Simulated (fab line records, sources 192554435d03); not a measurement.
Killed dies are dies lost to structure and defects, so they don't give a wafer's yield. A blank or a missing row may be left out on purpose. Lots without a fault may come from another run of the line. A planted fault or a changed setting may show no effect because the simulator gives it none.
Chamber matching | flow n5_finfet | N5_BEOL_M2_ETCH_77 on rie_diel-01: 4 sister chambers
The step etches underlayer in N2/H2, target depth 6.5 nm, time 5.2 s. 8 wafers are shown with their chamber, then 10 later ones without.

WAFERS WITH THEIR CHAMBER
wafer  | chamber | drypump_motor_current_A (A) | throttle_valve_pct (%)
L077.4 | 2       | 5.7                         | 17.76
L079.2 | 2       | 5.7                         | 17.77
L081.3 | 1       | 5.8                         | 18.01
L084.1 | 3       | 4.8                         | 18.14
L084.3 | 0       | 6.5                         | 17.44
L084.6 | 0       | 6.6                         | 17.41
L085.1 | 3       | 4.8                         | 18.12
L085.2 | 1       | 5.7                         | 18.02

WAFERS WITHOUT THEIR CHAMBER
wafer  | drypump_motor_current_A (A) | throttle_valve_pct (%)
L085.3 | 5.7                         | 17.80
L085.4 | 5.8                         | 18.04
L085.5 | 4.8                         | 18.12
L085.6 | 5.7                         | 17.78
L088.2 | 6.6                         | 17.44
L088.4 | 5.7                         | 17.80
L088.6 | 6.5                         | 17.46
L094.1 | 5.7                         | 17.82
L094.5 | 5.7                         | 17.62
L094.6 | 6.5                         | 17.51

WHICH CHAMBER EACH WENT THROUGH
wafer  | from the rows above | in truth
L085.3 | 2                   | 2
L085.4 | 1                   | 1
L085.5 | 3                   | 3
L085.6 | 2                   | 2
L088.2 | 0                   | 0
L088.4 | 2                   | 2
L088.6 | 0                   | 0
L094.1 | 2                   | 2
L094.5 | 2                   | 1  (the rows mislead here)
L094.6 | 0                   | 0
Placed correctly: 9 of 10. Can't be placed from these rows: 0. Placed wrongly: 1.
How it was worked out, from the rows above alone: a wafer's distance from a chamber is the root of the sum, over the readings, of the square of ((its reading less the chamber's mean) divided by the reading's scatter). The wafer belongs to the nearest chamber; if the next one is less than 2 further off, it can't be placed. A chamber's mean is the mean of its shown wafers. The scatter: the root of (the sum of the squares of (reading less its chamber's mean) over the shown wafers, divided by (wafers less chambers)).
